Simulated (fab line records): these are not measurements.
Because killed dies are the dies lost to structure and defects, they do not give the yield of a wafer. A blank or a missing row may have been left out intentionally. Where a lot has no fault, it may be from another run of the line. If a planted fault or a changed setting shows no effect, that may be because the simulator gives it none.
Chamber matching -- flow nand-harc -- NHARC_A_BONDPAD_ETCH_34 on rie-diel-11: 4 sister chambers
The step etches the open film in N2/H2, target depth 60 nm, overetch 18 nm, time 65.91 s. 14 wafers are shown with their chamber, then 7 later ones without.

EACH WAFER AND ITS CHAMBER
wafer,chamber,showerhead-plenum-p-Torr (Torr),drypump-motor-current-A (A),rf-vpp-V (V)
L081.1,2,1.89,6.7,426.5
L081.3,3,2.12,5.1,432.7
L081.5,3,2.12,5.2,432.4
L084.1,3,2.11,5.2,432.3
L084.4,0,1.99,6.0,428.5
L084.6,1,2.01,5.3,429.5
L089.2,0,1.99,6.0,429.9
L089.4,3,2.11,5.2,434.4
L089.5,2,1.89,6.7,426.7
L090.2,2,1.88,6.6,426.3
L090.5,0,1.99,6.0,429.7
L090.6,3,2.11,5.1,432.5
L092.1,2,1.88,6.6,425.3
L092.4,0,1.99,6.0,428.5

SIGNATURES, as means of the wafers listed above
reading,chamber 0,chamber 1,chamber 2,chamber 3,scatter within a chamber
showerhead-plenum-p-Torr,1.9900,2.0100,1.8850,2.1140,0.00469
drypump-motor-current-A,6.000,5.300,6.650,5.160,0.0469
rf-vpp-V,429.150,429.500,426.200,432.860,0.77
Rule: for a wafer and a chamber, the distance is found by dividing, reading by reading, the gap between the wafer's reading and the chamber's mean by the reading's scatter, squaring, summing and taking the root. The wafer belongs to the nearest chamber; if the next one is less than 2 further off, it can't be placed. The scatter: the root of (the sum of the squares of (reading less its chamber's mean) over the shown wafers, divided by (wafers less chambers)).

WAFERS WITHOUT THEIR CHAMBER
wafer,showerhead-plenum-p-Torr (Torr),drypump-motor-current-A (A),rf-vpp-V (V)
L092.6,1.99,6.0,428.4
L095.3,2.00,5.3,429.6
L095.4,1.99,6.0,430.1
L095.5,2.11,5.1,433.2
L094.1,1.88,6.6,425.2
L094.3,2.00,5.3,428.8
L094.6,1.88,6.6,426.7

CHAMBER TAKEN BY EACH
wafer,from the rows above,in truth
L092.6,0,0
L095.3,1,1
L095.4,0,0
L095.5,3,3
L094.1,2,2
L094.3,1,1
L094.6,2,2
7 of 7 placed correctly. Number that these rows cannot place: 0. Wrongly placed: 0.
